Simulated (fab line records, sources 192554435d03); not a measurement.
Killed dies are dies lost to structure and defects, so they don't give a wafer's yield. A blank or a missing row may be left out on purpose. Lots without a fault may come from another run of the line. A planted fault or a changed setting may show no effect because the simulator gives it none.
Which tool did it? | flow n5_finfet | 9 lots, 27 wafers sampled, at 5 steps of a route of 1938

WHAT THE GAUGES READ, wafer by wafer
The record holds no reading of a measuring or inspecting step that can be judged against a usual standard deviation.

WHICH TOOL RAN EACH LOT (tool, then ch and the chambers of the sampled wafers, then the start)
lot  | N5_BEOL_M7_ILD_DEP_00           | N5_BEOL_M7_PECVD_70             | N5_BEOL_M7_ETCH_62                 | N5_BEOL_M7_STRIP_67                | N5_PASSIVATION_PROBE_49
L311 | pecvd-04 ch 0,1,2, day 9 01:05  | pecvd-04 ch 0,2, day 9 01:41    | rie_diel-03 ch 1,2,3, day 9 02:31  | rie_diel-03 ch 1,2,3, day 9 02:40  | -
L314 | pecvd-01 ch 0,1, day 9 21:26    | pecvd-02 ch 1,2, day 9 22:32    | rie_diel-03 ch 1,2, day 9 23:25    | rie_diel-03 ch 1,2, day 9 23:34    | -
L318 | pecvd-04 ch 0,2, day 10 23:08   | pecvd-02 ch 0,1,2, day 10 23:46 | rie_diel-04 ch 0,1,2, day 11 02:01 | rie_diel-04 ch 0,1,2, day 11 02:10 | prober-02, day 14 03:43
L319 | pecvd-02 ch 0,1,2, day 11 02:24 | pecvd-01 ch 0,1,2, day 11 03:01 | rie_diel-03 ch 0,2,3, day 11 04:14 | rie_diel-03 ch 0,2,3, day 11 04:22 | prober-02, day 14 11:37
L320 | pecvd-02 ch 0,1,2, day 11 04:02 | pecvd-04 ch 1,2, day 11 04:39   | rie_diel-03 ch 1,3, day 11 05:35   | rie_diel-03 ch 1,3, day 11 05:44   | prober-01, day 14 15:11
L322 | pecvd-01 ch 0,1,2, day 12 02:53 | pecvd-02 ch 1,2, day 12 03:31   | rie_diel-05 ch 0,2,3, day 12 05:30 | rie_diel-05 ch 0,2,3, day 12 05:39 | prober-01, day 15 10:49
L330 | pecvd-02 ch 1,2, day 13 10:11   | pecvd-04 ch 1,2, day 13 10:49   | rie_diel-04 ch 0,1, day 13 13:11   | rie_diel-04 ch 0,1, day 13 13:20   | -
L327 | pecvd-02 ch 0,2, day 13 22:14   | pecvd-04 ch 1,2, day 13 22:51   | rie_diel-05 ch 0,3, day 14 00:00   | rie_diel-05 ch 0,3, day 14 00:08   | prober-02, day 17 05:29
L333 | pecvd-02 ch 0,1, day 15 06:11   | pecvd-01 ch 1,2, day 15 07:17   | rie_diel-03 ch 0,1,2, day 15 08:44 | rie_diel-03 ch 0,1,2, day 15 08:53 | -
- N5_BEOL_M7_ILD_DEP_00: deposits SiCOH lowk from DEMS/porogen, target thk 179.75 nm, time 33.4 s.
- N5_BEOL_M7_PECVD_70: deposits SiO2 from TEOS/O2, target thk 20 nm, time 22.7 s.
- N5_BEOL_M7_ETCH_62: etches SOC in N2/H2, target depth 110 nm, overetch 22 nm, time 165 s.
- N5_BEOL_M7_STRIP_67: strips in CF4.
- N5_PASSIVATION_PROBE_49

WHAT THE TOOLS THEMSELVES READ (means of the sampled wafers that have a number; where no wafer has one, the mark that the record gives instead)
N5_BEOL_M7_ILD_DEP_00. Usual: heater_power_w 329 W, standard deviation 52; showerhead_plenum_p_Torr 5.733 Torr, standard deviation 0.014; showerhead_vpp_V 1447 V, standard deviation 76; susceptor_temp_C 299.97 C, standard deviation 0.17; throttle_valve_pct 14.0 %, standard deviation 0.43.
lot  | tool     | heater_power_w (W) | showerhead_plenum_p_Torr (Torr) | showerhead_vpp_V (V) | susceptor_temp_C (C) | throttle_valve_pct (%) | flag
L311 | pecvd-04 | 333                | 5.739                           | 1465                 | 299.84               | 14.1                   |
L314 | pecvd-01 | 295                | 5.763                           | 1359                 | 300.10               | 15.1                   |
L318 | pecvd-04 | 275                | 5.736                           | 1423                 | 299.82               | 14.0                   |
L319 | pecvd-02 | 345                | 5.735                           | 1438                 | 299.95               | 13.8                   |
L320 | pecvd-02 | 350                | 5.721                           | 1418                 | 299.97               | 13.6                   |
L322 | pecvd-01 | 268                | 5.758                           | 1381                 | 299.91               | 14.8                   |
L330 | pecvd-02 | 350                | 5.720                           | 1443                 | 299.98               | 13.6                   |
L327 | pecvd-02 | 358                | 5.726                           | 1449                 | 299.84               | 13.7                   |
L333 | pecvd-02 | 306                | 5.738                           | 1411                 | 299.88               | 13.9                   |

N5_BEOL_M7_PECVD_70. Usual: heater_power_w 723 W, standard deviation 100; showerhead_plenum_p_Torr 8.78 Torr, standard deviation 0.068; showerhead_vpp_V 1352 V, standard deviation 73; susceptor_temp_C 399.99 C, standard deviation 0.21; throttle_valve_pct 22.8 %, standard deviation 1.1.
lot  | tool     | heater_power_w (W) | showerhead_plenum_p_Torr (Torr) | showerhead_vpp_V (V) | susceptor_temp_C (C) | throttle_valve_pct (%) | flag
L311 | pecvd-04 | 698                | 8.78                            | 1356                 | 399.75               | 22.6                   |
L314 | pecvd-02 | 743                | 8.75                            | 1341                 | 400.07               | 22.3                   |
L318 | pecvd-02 | 802                | 8.74                            | 1353                 | 399.82               | 22.1                   |
L319 | pecvd-01 | 585                | 8.84                            | 1300                 | 400.08               | 24.0                   |
L320 | pecvd-04 | 748                | 8.75                            | 1440                 | 400.03               | 22.7                   |
L322 | pecvd-02 | 771                | 8.74                            | 1345                 | 400.07               | 22.1                   |
L330 | pecvd-04 | 656                | 8.76                            | 1436                 | 400.00               | 23.0                   |
L327 | pecvd-04 | 850                | 8.73                            | 1469                 | 400.28               | 23.0                   |
L333 | pecvd-01 | 600                | 8.80                            | 1262                 | 400.23               | 22.9                   |

N5_BEOL_M7_ETCH_62. Usual: chamber_pressure_mTorr 30.000 mTorr, standard deviation 0.026; drypump_motor_current_A 5.6 A, standard deviation 0.55; oes_product_au 0.70 a.u., standard deviation 0.082; rf_fwd_power_W 837.6 W, standard deviation 3; rf_vpp_V 523.9 V, standard deviation 2.8; showerhead_plenum_p_Torr 2.54 Torr, standard deviation 0.1; throttle_valve_pct 17.7 %, standard deviation 0.32.
lot  | tool        | chamber_pressure_mTorr (mTorr) | drypump_motor_current_A (A) | oes_product_au (a.u.) | rf_fwd_power_W (W) | rf_vpp_V (V) | showerhead_plenum_p_Torr (Torr) | throttle_valve_pct (%) | flag
L311 | rie_diel-03 | 29.992                         | 5.6                         | 0.73                  | 839.0              | 525.9        | 2.61                            | 17.8                   |
L314 | rie_diel-03 | 29.978                         | 6.0                         | 0.66                  | 835.4              | 527.8        | 2.64                            | 17.8                   |
L318 | rie_diel-04 | 30.030                         | 5.5                         | 0.59                  | 836.8              | 521.0        | 2.44                            | 18.0                   |
L319 | rie_diel-03 | 29.997                         | 5.9                         | 0.73                  | 906.8              | 511.3        | 2.53                            | 17.7                   | OFF
L320 | rie_diel-03 | 29.965                         | 5.1                         | 0.73                  | 903.2              | 513.5        | 2.62                            | 18.1                   | OFF
L322 | rie_diel-05 | 30.023                         | 5.4                         | 0.78                  | 838.3              | 523.7        | 2.54                            | 17.1                   |
L330 | rie_diel-04 | 30.008                         | 5.1                         | 0.58                  | 837.7              | 520.3        | 2.40                            | 17.8                   |
L327 | rie_diel-05 | 29.993                         | 5.4                         | 0.72                  | 838.9              | 523.9        | 2.53                            | 17.2                   |
L333 | rie_diel-03 | 29.991                         | 5.7                         | 0.68                  | 837.1              | 525.8        | 2.59                            | 17.9                   |

N5_BEOL_M7_STRIP_67. Usual: chamber_pressure_mTorr 50.00 mTorr, standard deviation 0.054; drypump_motor_current_A 5.6 A, standard deviation 0.55; oes_product_au 0.82 a.u., standard deviation 0.097; power_w 300.0 W, standard deviation 0.92; rf_vpp_V 271.0 V, standard deviation 1.8; showerhead_plenum_p_Torr 1.79 Torr, standard deviation 0.062; throttle_valve_pct 13.47 %, standard deviation 0.27.
lot  | tool        | chamber_pressure_mTorr (mTorr) | drypump_motor_current_A (A) | oes_product_au (a.u.) | power_w (W) | rf_vpp_V (V) | showerhead_plenum_p_Torr (Torr) | throttle_valve_pct (%) | flag
L311 | rie_diel-03 | 50.04                          | 5.6                         | 0.86                  | 299.5       | 270.9        | 1.83                            | 13.52                  |
L314 | rie_diel-03 | 49.99                          | 6.0                         | 0.78                  | 298.7       | 272.8        | 1.86                            | 13.58                  |
L318 | rie_diel-04 | 49.98                          | 5.5                         | 0.70                  | 299.8       | 269.7        | 1.73                            | 13.73                  |
L319 | rie_diel-03 | 50.00                          | 5.9                         | 0.86                  | 299.6       | 271.4        | 1.79                            | 13.44                  |
L320 | rie_diel-03 | 50.02                          | 5.1                         | 0.85                  | 300.8       | 272.5        | 1.85                            | 13.64                  |
L322 | rie_diel-05 | 49.94                          | 5.4                         | 0.91                  | 299.6       | 271.2        | 1.80                            | 13.01                  |
L330 | rie_diel-04 | 49.99                          | 5.1                         | 0.69                  | 300.2       | 269.0        | 1.70                            | 13.65                  |
L327 | rie_diel-05 | 50.00                          | 5.3                         | 0.85                  | 301.0       | 271.6        | 1.79                            | 13.08                  |
L333 | rie_diel-03 | 50.03                          | 5.7                         | 0.80                  | 299.3       | 269.6        | 1.82                            | 13.60                  |

N5_PASSIVATION_PROBE_49. Usual: defect_limited_yield 91.5 %, standard deviation 1.6; killed_at_M0_to_M3 33, standard deviation 10; killed_at_M4_up 13, standard deviation 5.6; killed_at_contacts 13, standard deviation 6; killed_at_front_end 39, standard deviation 12; killed_at_other 3.0, standard deviation 2.8; killed_dies 101, standard deviation 19; killed_open 65, standard deviation 13; killed_short 32, standard deviation 8.3; sort_bin_5_function 5.0 %, standard deviation 1; sort_bin_6_memory 3.1 %, standard deviation 0.69; sort_n_pass 1079, standard deviation 19; sort_yield_pct 91.5 %, standard deviation 1.6.
lot  | tool      | defect_limited_yield (%) | killed_at_M0_to_M3 | killed_at_M4_up | killed_at_contacts | killed_at_front_end | killed_at_other | killed_dies | killed_open | killed_short | sort_bin_5_function (%) | sort_bin_6_memory (%) | sort_n_pass | sort_yield_pct (%) | flag
L318 | prober-02 | 91.1                     | 32                 | 14              | 17                 | 41                  | 1.3             | 105         | 75          | 26           | 5.5                     | 3.1                   | 1075        | 91.1               |
L319 | prober-02 | 88.8                     | 53                 | 18              | 20                 | 38                  | 2.3             | 132         | 81          | 48           | 6.8                     | 4.0                   | 1048        | 88.8               |
L320 | prober-01 | 90.3                     | 32                 | 17              | 13                 | 50                  | 2.0             | 114         | 77          | 34           | 5.9                     | 3.4                   | 1066        | 90.3               |
L322 | prober-01 | 91.8                     | 38                 | 10              | 11                 | 38                  | 0.3             | 97          | 61          | 35           | 5.0                     | 2.8                   | 1083        | 91.8               |
L327 | prober-02 | 93.9                     | 19                 | 9               | 14                 | 28                  | 1.0             | 72          | 47          | 20           | 3.3                     | 2.5                   | 1108        | 93.9               |

THE ANSWER, worked out from the rows above alone
Rule: a lot is off if the mean of its wafers that have a number lies more than 3 standard deviations from the usual mean. A lot without any number at a reading at which 4 lots or more have one is off too. The other lots that the step has rows for count as sound. The gauges are gone through in route order, then the tools' own readings, and for those a lot's mean is taken as printed above. The first step at which some lot is off is used, and at that step the reading that is off furthest; a lot without a number counts as furthest.
Off: L319, L320, at N5_BEOL_M7_ETCH_62 (rf_fwd_power_W).
A tool fits if, at that step or a process step before it, it ran every lot that is off, and no sound lot after the first of them. None of those tried fits.

WHAT THE SIMULATOR HAD PUT IN
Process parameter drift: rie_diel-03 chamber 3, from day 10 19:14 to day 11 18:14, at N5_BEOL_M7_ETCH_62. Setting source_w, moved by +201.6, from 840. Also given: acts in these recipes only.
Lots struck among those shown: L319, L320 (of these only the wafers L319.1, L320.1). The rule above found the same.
